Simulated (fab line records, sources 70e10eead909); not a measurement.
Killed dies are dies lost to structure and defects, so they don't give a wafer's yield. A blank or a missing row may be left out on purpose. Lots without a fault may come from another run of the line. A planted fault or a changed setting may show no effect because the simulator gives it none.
A struck lot beside a sound one | flow nand_harc | 18 steps out of a route of 1159
Sound: wafers L321.1, L321.4, L321.6. Struck: wafer L336.3. (L336.6 of the same lot was not struck and is left out.) The cause comes at the end.
At each step with rows: each side's tool, then ch and its chambers, then its first start. Under that, the readings that differ: sound wafers | struck wafers | difference of the means | sigmas: that difference in standard deviations of wafers without a fault.
alike: readings whose means differ by less than 2 such deviations, and words and numbers that are the same on both sides. not compared: withheld readings, readings that some wafer has no value for, bounds like >300 that may hide the same value, and numbers for which the record gives no deviation and whose values overlap.
The two part at a step that has a row with sigmas, a row that says differs or no value, or rows on one side only. Numbers that don't overlap but have no deviation are shown without sigmas and don't part them. A reading that every wafer of one side lacks parts them only if that side has two wafers or more.

first, 1 step without rows for these wafers: NHARC_A_BLC_SRD_27.
NHARC_A_BLC_INSPECT_28:
  sound on defect_inspect-02, day 18 07:56; struck on defect_inspect-02, day 22 02:52
  alike: raw_defect_count
then, 9 steps without rows for these wafers: NHARC_A_M0_DEP_00 (deposits SiOC, target thk 150 nm); NHARC_A_M0_DEHYDRATE_01 (time 120 s); NHARC_A_M0_HMDS_02 (time 30 s); NHARC_A_M0_COAT_33 (time 65 s); NHARC_A_M0_COAT_03 (resist thk 90 nm); NHARC_A_M0_SOFTBAKE_04 (time 55 s); NHARC_A_M0_EBR_05; NHARC_A_M0_EXPOSE_06 (exposes mask A M0, target cd 80 nm); NHARC_A_M0_PEB_07 (peb time 65 s).
NHARC_A_M0_DEVELOP_08: develop time 35 s.
  sound on litho_track-06 ch 0, day 18 08:00; struck on litho_track-06 ch 0, day 22 03:00
NHARC_A_M0_CD_MEAS_09: target cd 80 nm.
  sound on cd_sem-03 ch 0, day 18 08:43; struck on cd_sem-03 ch 0, day 22 03:47
  alike: cd_nm
NHARC_A_M0_OVL_MEAS_10: pitch 160 nm.
  sound on overlay-01, day 18 08:49; struck on overlay-01, day 22 03:52
  alike: overlay_x_nm, overlay_y_nm
NHARC_A_M0_INSPECT_11:
  sound on defect_inspect-01, day 18 08:50; struck on defect_inspect-02, day 22 03:54
  alike: raw_defect_count
NHARC_A_M0_DESCUM_14: chemistry O2, time 3 s.
  sound on rie_diel-02 ch 0,1, day 18 08:55; struck on rie_diel-07 ch 3, day 22 03:59
  reading               | sound             | struck | difference | sigmas
  oes_product_au (a.u.) | 1.018 1.007 1.009 | 0.981  | -0.030     | -3
  alike: chamber_pressure_mTorr, drypump_motor_current_A, mfc_ar_sccm, rf_vpp_V, showerhead_plenum_p_Torr, throttle_valve_pct
  not compared: rf_hours_counter_h, model.A_M0.cd_nm
NHARC_A_M0_ETCH_34: etches the open film in N2/H2, target depth 40 nm, overetch 12 nm, time 43.94 s.
  sound on rie_diel-02 ch 1,2,3, day 18 08:59; struck on rie_diel-07 ch 2, day 22 04:04
  alike: chamber_pressure_mTorr, drypump_motor_current_A, mfc_ar_sccm, oes_product_au, rf_vpp_V, showerhead_plenum_p_Torr, throttle_valve_pct
  not compared: rf_hours_counter_h
NHARC_END_SORT_01:
  sound on prober-01 ch 0, day 20 05:29; struck on prober-02 ch 0, day 23 23:36
  alike: defect_limited_yield, killed_at_array, killed_at_other, killed_at_periphery, killed_dies, killed_open, killed_short, sort_bin_2_pct, sort_bin_3_pct, sort_bin_4_pct, sort_n_pass, sort_rim_yield_pct, sort_yield_pct

WHERE THEY PART
Only at NHARC_A_M0_DESCUM_14, within this record. Later steps at which nothing parts them and some readings are alike: NHARC_A_M0_ETCH_34, NHARC_END_SORT_01.

WHY: what the simulator had put in
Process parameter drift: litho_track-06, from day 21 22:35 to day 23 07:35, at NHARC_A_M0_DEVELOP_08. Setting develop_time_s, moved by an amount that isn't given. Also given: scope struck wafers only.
